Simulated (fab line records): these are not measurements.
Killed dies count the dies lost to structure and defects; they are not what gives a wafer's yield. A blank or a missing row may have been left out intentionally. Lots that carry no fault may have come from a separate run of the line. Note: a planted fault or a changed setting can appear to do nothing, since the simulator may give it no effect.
Check for tools in common -- flow nandHarc -- Lots sampled 12, wafers sampled 36

## WHY THIS WAS OPENED
Flagged at NHARC_A_CHANNEL_HOLE_D1_CD_MEAS_10: reading cdNm, on 2 of 12 lots. Wafers without a fault read 100.0 nm, standard deviation 0.43.
Rule: a lot gets a flag if all its wafers with a number sit over 4 standard deviations from that mean, or if no wafer of it has a number. The rest of the lots are taken to be sound.

lot,measured,on,"cdNm (nm), wafer by wafer",flag
L914,day 8 13:23,cdSem-03,100.5 100.0 100.0,
L915,day 8 19:41,cdSem-01,100.1 100.5 99.4,
L916,day 9 10:34,cdSem-02,99.9 100.2 99.8,
L917,day 9 15:52,cdSem-02,100.0 100.0 99.7,
L919,day 10 12:38,cdSem-01,96.5 96.7 96.6,FLAGGED
L918,day 10 13:19,cdSem-01,100.4 99.5 100.7,
L925,day 13 08:26,cdSem-02,97.3 96.4 97.4,FLAGGED
L927,day 13 22:20,cdSem-01,100.0 100.3 100.8,
L928,day 14 12:00,cdSem-02,100.5 100.5 100.5,
L930,day 15 10:23,cdSem-03,100.6 99.8 99.8,
L935,day 17 01:38,cdSem-03,100.6 99.9 99.9,
L936,day 17 10:21,cdSem-03,100.1 100.9 100.2,
The mean of the flagged lots' numbers is 96.8 nm, -3.2 nm from the usual (-7 standard deviations).

## WHICH TOOL RAN EACH LOT
The record holds 2 process steps before the reading, out of a route of 1302 steps. Every cell lists first the tool, next ch and the chambers used by the sampled wafers, and last the start.
lot,flag,NHARC_A_ONON_D1_DEP_33,NHARC_A_CHANNEL_HOLE_D1_EXPOSE_07
L914,,"pecvd-02 ch 0,2, day 8 10:11","arfiScanner-03 ch 0, day 8 13:14"
L915,,"pecvd-03 ch 0,1,2, day 8 15:53","arfiScanner-01 ch 0, day 8 19:33"
L916,,"pecvd-02 ch 0,2, day 9 01:07","arfiScanner-02 ch 0, day 9 10:26"
L917,,"pecvd-02 ch 1,2, day 9 11:28","arfiScanner-02 ch 0, day 9 15:43"
L919,FLAGGED,"pecvd-03 ch 0,1,2, day 10 08:50","arfiScanner-02 ch 0, day 10 12:29"
L918,,"pecvd-02 ch 0,1,2, day 10 08:53","arfiScanner-01 ch 0, day 10 13:11"
L925,FLAGGED,"pecvd-04 ch 0,1,2, day 13 03:50","arfiScanner-02 ch 0, day 13 08:17"
L927,,"pecvd-03 ch 0,1,2, day 13 18:52","arfiScanner-01 ch 0, day 13 22:11"
L928,,"pecvd-04 ch 0,2, day 14 08:25","arfiScanner-03 ch 0, day 14 11:52"
L930,,"pecvd-03 ch 0, day 15 07:05","arfiScanner-03 ch 0, day 15 10:14"
L935,,"pecvd-03 ch 0,1, day 16 22:29","arfiScanner-01 ch 0, day 17 01:29"
L936,,"pecvd-04 ch 0,2, day 17 07:13","arfiScanner-01 ch 0, day 17 10:13"
These steps, and what they do:
- NHARC_A_ONON_D1_DEP_33: deposits SiO2, target thk 200 nm.
- NHARC_A_CHANNEL_HOLE_D1_EXPOSE_07: exposes mask HOLE D1, target cd 100 nm.
- NHARC_A_CHANNEL_HOLE_D1_CD_MEAS_10: target cd 100 nm.

## FLAGGED OVER TOTAL, TOOL BY TOOL (the gauges that took the reading come last)
step,tool,lots run,flagged,share of the flagged lots,sound lots run after its first flagged lot
NHARC_A_ONON_D1_DEP_33,pecvd-02,4,0,none,-
NHARC_A_ONON_D1_DEP_33,pecvd-03,5,1,some,"3 (L927,L930,L935)"
NHARC_A_ONON_D1_DEP_33,pecvd-04,3,1,some,"2 (L928,L936)"
NHARC_A_CHANNEL_HOLE_D1_EXPOSE_07,arfiScanner-01,5,0,none,-
NHARC_A_CHANNEL_HOLE_D1_EXPOSE_07,arfiScanner-02,4,2,all,0
NHARC_A_CHANNEL_HOLE_D1_EXPOSE_07,arfiScanner-03,3,0,none,-
NHARC_A_CHANNEL_HOLE_D1_CD_MEAS_10,cdSem-01,4,1,some,"2 (L918,L927)"
NHARC_A_CHANNEL_HOLE_D1_CD_MEAS_10,cdSem-02,4,1,some,1 (L928)
NHARC_A_CHANNEL_HOLE_D1_CD_MEAS_10,cdSem-03,4,0,none,-

## WHAT THE TABLE PERMITS
1 row of the table ran every flagged lot: arfiScanner-02 at NHARC_A_CHANNEL_HOLE_D1_EXPOSE_07.
- arfiScanner-02 at NHARC_A_CHANNEL_HOLE_D1_EXPOSE_07 ran 4 lots, 2 of them flagged. A fault beginning between L917 (day 9 15:43), its last sound lot, and L919 (day 10 12:29), its first flagged one, fits the data. Its own readings (exposureDoseMJCm2) fall more than 4 standard deviations out on all wafers of the flagged lots.
One tool is left: arfiScanner-02 at NHARC_A_CHANNEL_HOLE_D1_EXPOSE_07.

## WHAT THE SIMULATOR HAD PUT IN
Process parameter drift: arfiScanner-02, from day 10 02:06 on, at NHARC_A_CHANNEL_HOLE_D1_EXPOSE_07. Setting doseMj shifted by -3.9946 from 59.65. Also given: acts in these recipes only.
Struck lots among those shown: L919, L925. This agrees with what the rule above found.
